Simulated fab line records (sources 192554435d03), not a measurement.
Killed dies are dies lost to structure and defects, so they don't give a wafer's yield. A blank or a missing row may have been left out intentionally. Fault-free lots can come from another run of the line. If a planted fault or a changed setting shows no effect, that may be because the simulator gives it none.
Matching of chambers	flow n5Finfet	4 sister chambers for N5_GATE_CUT_DESCUM_18 on rieDiel-04
The step chemistry O2, time 7 s. 8 wafers are shown with their chamber, then 12 later ones without.

== EACH WAFER AND ITS CHAMBER ==
wafer	chamber	throttleValvePct (%)	drypumpMotorCurrentA (A)
L084.3	0	21.03	5.5
L086.2	1	20.23	6.5
L088.2	3	20.28	5.3
L088.3	0	21.05	5.6
L088.5	2	20.89	6.1
L090.1	3	20.31	5.3
L090.5	1	20.24	6.5
L090.6	2	20.91	6.1

== WAFERS WITH NO CHAMBER GIVEN ==
wafer	throttleValvePct (%)	drypumpMotorCurrentA (A)
L093.3	20.31	5.2
L093.4	20.24	6.5
L093.5	20.32	5.3
L094.4	20.31	5.3
L094.5	20.91	6.1
L094.6	20.24	6.5
L095.1	20.32	5.3
L095.5	20.32	5.3
L095.6	20.90	6.1
L097.1	20.66	5.6
L097.4	20.31	5.3
L097.5	20.34	5.3

== WHICH CHAMBER EACH WENT THROUGH ==
wafer	from the rows above	in truth
L093.3	3	3
L093.4	1	1
L093.5	3	3
L094.4	3	3
L094.5	2	2
L094.6	1	1
L095.1	3	3
L095.5	3	3
L095.6	2	2
L097.1	2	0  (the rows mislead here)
L097.4	3	3
L097.5	3	3
Placed correctly: 11 of 12. Not placeable from these rows: 0. Wrongly placed: 1.
How it was worked out, from the rows above alone: a wafer's distance from a chamber is the root of the sum, over the readings, of the square of ((its reading less the chamber's mean) divided by the reading's scatter). If the next closest chamber is less than 2 further off than the closest, the wafer can't be placed; otherwise it belongs to the closest. The mean given for a chamber averages the wafers shown for that chamber. The scatter: take each reading less its chamber's mean, square it, sum over the shown wafers, divide by the number of wafers less the number of chambers, and take the root.
